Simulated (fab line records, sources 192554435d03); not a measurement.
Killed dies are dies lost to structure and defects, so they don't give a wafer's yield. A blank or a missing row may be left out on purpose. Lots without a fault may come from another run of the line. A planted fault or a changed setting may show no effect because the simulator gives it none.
Which tool did it? | flow n5_finfet | 11 lots, 31 wafers sampled, at 6 steps of a route of 1938

WHAT THE GAUGES READ, wafer by wafer
N5_BEOL_M14_INSPECT_30: inspects for defects (macro).
lot  | measured     | on                | raw_defect_count
L730 | day 11 00:25 | defect_inspect-01 | 3 2 0
L733 | day 11 01:59 | defect_inspect-02 | 2 3 2
L734 | day 11 14:47 | defect_inspect-02 | 2 0 2
L739 | day 13 08:44 | defect_inspect-01 | 3 6
L741 | day 13 16:37 | defect_inspect-02 | 0 1
L740 | day 13 19:17 | defect_inspect-02 | 1 3 3
L744 | day 14 13:28 | defect_inspect-01 | 4 3 5
L750 | day 16 04:40 | defect_inspect-01 | 1 1 0
L751 | day 16 17:06 | defect_inspect-01 | 2 3 1
L753 | day 17 10:07 | defect_inspect-01 | 3 1 0
L752 | day 17 12:02 | defect_inspect-02 | 3 2 2

N5_BEOL_M15_THK_MEAS_01.
lot  | measured     | on            | M15_ILD_THK (nm)
L730 | day 11 05:13 | film_metro-01 | 1611 1633 1633
L733 | day 11 06:28 | film_metro-01 | 1643 1630 1662
L734 | day 11 20:03 | film_metro-02 | 1589 1618 1615
L739 | day 13 12:25 | film_metro-02 | 1640 1257
L741 | day 13 20:02 | film_metro-02 | 1643 1251
L740 | day 13 23:01 | film_metro-02 | 1611 1631 1244
L744 | day 14 18:04 | film_metro-01 | 1612 1640 1675
L750 | day 16 09:18 | film_metro-02 | 1647 1660 1673
L751 | day 17 02:51 | film_metro-02 | 1627 1658 1649
L753 | day 17 17:33 | film_metro-02 | 1627 1615 1641
L752 | day 17 19:18 | film_metro-01 | 1600 1619 1621

N5_BEOL_M15_CD_MEAS_17: target cd 360 nm.
lot  | measured     | on        | cd_nm (nm)
L730 | day 11 06:14 | cd_sem-03 | 359.1 359.4 358.8
L733 | day 11 07:30 | cd_sem-03 | 362.1 360.2 362.1
L734 | day 11 21:04 | cd_sem-02 | 358.9 359.1 360.4
L739 | day 13 13:26 | cd_sem-02 | 361.0 357.2
L741 | day 13 21:01 | cd_sem-02 | 361.2 355.6
L740 | day 13 23:54 | cd_sem-03 | 361.6 360.6 354.8
L744 | day 14 19:17 | cd_sem-01 | 357.9 361.8 361.5
L750 | day 16 10:22 | cd_sem-01 | 360.1 359.3 360.9
L751 | day 17 03:52 | cd_sem-02 | 362.1 360.6 360.4
L753 | day 17 18:34 | cd_sem-01 | 359.8 360.1 361.8
L752 | day 17 20:11 | cd_sem-03 | 361.8 361.8 360.4

WHICH TOOL RAN EACH LOT (tool, then ch and the chambers of the sampled wafers, then the start)
lot  | N5_BEOL_M14_PRE_CLEAN_42     | N5_BEOL_M14_ANNEAL_48            | N5_BEOL_M15_ILD_DEP_00
L730 | pvd_sputter-02, day 11 03:32 | rtp_anneal-02 ch 0, day 11 04:05 | pecvd-04 ch 1, day 11 04:52
L733 | pvd_sputter-03, day 11 04:37 | rtp_anneal-01 ch 0, day 11 05:28 | pecvd-02 ch 0,2, day 11 06:13
L734 | pvd_sputter-03, day 11 18:24 | rtp_anneal-01 ch 0, day 11 18:55 | pecvd-02 ch 0,2, day 11 19:41
L739 | pvd_sputter-02, day 13 10:34 | rtp_anneal-02 ch 0, day 13 11:28 | pecvd-02 ch 1,2, day 13 12:10
L741 | pvd_sputter-02, day 13 18:25 | rtp_anneal-02 ch 0, day 13 19:03 | pecvd-02 ch 2, day 13 19:47
L740 | pvd_sputter-03, day 13 21:28 | rtp_anneal-02 ch 0, day 13 22:01 | pecvd-02 ch 0,1, day 13 22:46
L744 | pvd_sputter-02, day 14 16:17 | rtp_anneal-02 ch 0, day 14 16:53 | pecvd-04 ch 0,1,2, day 14 17:49
L750 | pvd_sputter-02, day 16 07:40 | rtp_anneal-02 ch 0, day 16 08:16 | pecvd-01 ch 1,2, day 16 09:03
L751 | pvd_sputter-01, day 17 00:10 | rtp_anneal-01 ch 0, day 17 01:47 | pecvd-01 ch 0,1, day 17 02:36
L753 | pvd_sputter-03, day 17 15:46 | rtp_anneal-01 ch 0, day 17 16:31 | pecvd-01 ch 0,1,2, day 17 17:18
L752 | pvd_sputter-02, day 17 17:43 | rtp_anneal-01 ch 0, day 17 18:14 | pecvd-02 ch 1,2, day 17 19:03
- N5_BEOL_M14_PRE_CLEAN_42: time 30 s.
- N5_BEOL_M14_ANNEAL_48: time 90 s.
- N5_BEOL_M15_ILD_DEP_00: deposits SiO2 from TEOS/O2, target thk 1629.3 nm, time 346.1 s.

WHAT THE TOOLS THEMSELVES READ (means of the sampled wafers that have a number; where no wafer has one, the mark that the record gives instead)
N5_BEOL_M14_PRE_CLEAN_42.
lot  | tool           | heater_power_w (W)
L730 | pvd_sputter-02 | 475
L733 | pvd_sputter-03 | 437
L734 | pvd_sputter-03 | 476
L739 | pvd_sputter-02 | 476
L741 | pvd_sputter-02 | 467
L740 | pvd_sputter-03 | 424
L744 | pvd_sputter-02 | 473
L750 | pvd_sputter-02 | 479
L751 | pvd_sputter-01 | 456
L753 | pvd_sputter-03 | 507
L752 | pvd_sputter-02 | 474

N5_BEOL_M14_ANNEAL_48.
lot  | tool          | anneal_temp_c_max | wafer_temp_C_max
L730 | rtp_anneal-02 | 226.4             | 225.82
L733 | rtp_anneal-01 | 226.5             | 225.83
L734 | rtp_anneal-01 | 226.2             | 225.92
L739 | rtp_anneal-02 | 226.7             | 225.36
L741 | rtp_anneal-02 | 226.5             | 225.50
L740 | rtp_anneal-02 | 226.6             | 225.50
L744 | rtp_anneal-02 | 226.6             | 225.70
L750 | rtp_anneal-02 | 226.9             | 225.48
L751 | rtp_anneal-01 | 226.3             | 225.98
L753 | rtp_anneal-01 | 226.2             | 226.01
L752 | rtp_anneal-01 | 226.5             | 226.20

N5_BEOL_M15_ILD_DEP_00.
lot  | tool     | heater_power_w (W) | run_length_s (s) | showerhead_plenum_p_Torr (Torr) | throttle_valve_pct (%)
L730 | pecvd-04 | 587                | 388.2            | 8.34                            | 18.9
L733 | pecvd-02 | 566                | 388.5            | 8.35                            | 18.7
L734 | pecvd-02 | 616                | 388.0            | 8.38                            | 18.9
L739 | pecvd-02 | 565                | 347.5            | 8.38                            | 18.1
L741 | pecvd-02 | 589                | 347.6            | 8.34                            | 18.6
L740 | pecvd-02 | 525                | 361.3            | 8.39                            | 18.3
L744 | pecvd-04 | 614                | 388.6            | 8.33                            | 19.2
L750 | pecvd-01 | 448                | 389.9            | 8.34                            | 18.4
L751 | pecvd-01 | 633                | 389.1            | 8.34                            | 19.1
L753 | pecvd-01 | 540                | 389.5            | 8.34                            | 18.8
L752 | pecvd-02 | 501                | 388.1            | 8.37                            | 18.1

THE ANSWER, worked out from the rows above alone
Rule: what is usual is taken from the lots themselves. Put in order of their means at a reading, lots are off if they are a third of the lots or fewer, leave a main group of 4 or more, and stand apart from it by a gap of 3 or more times the standard deviation of the main group's means; of several such gaps the widest counts. A main group whose means are all the same, to the digits that the tables above print for the reading, isn't used. A lot without any number at a reading at which 4 lots or more have one is off too. The other lots that the step has rows for count as sound. The gauges are gone through in route order, then the tools' own readings, and for those a lot's mean is taken as printed above. The first step at which some lot is off is used, and at that step the reading that is off furthest; a lot without a number counts as furthest.
Off: L739, L741, L740, at N5_BEOL_M15_THK_MEAS_01 (M15_ILD_THK). The main group: mean 1633 nm, standard deviation 17.
A tool fits if, at a process step before that reading, it ran every lot that is off, and no sound lot after the first of them. The gauges at N5_BEOL_M15_THK_MEAS_01 aren't tried: what is off there is off at N5_BEOL_M15_ILD_DEP_00 too, on other tools, and a gauge's error can't cause that. None of those tried fits.

WHAT THE SIMULATOR HAD PUT IN
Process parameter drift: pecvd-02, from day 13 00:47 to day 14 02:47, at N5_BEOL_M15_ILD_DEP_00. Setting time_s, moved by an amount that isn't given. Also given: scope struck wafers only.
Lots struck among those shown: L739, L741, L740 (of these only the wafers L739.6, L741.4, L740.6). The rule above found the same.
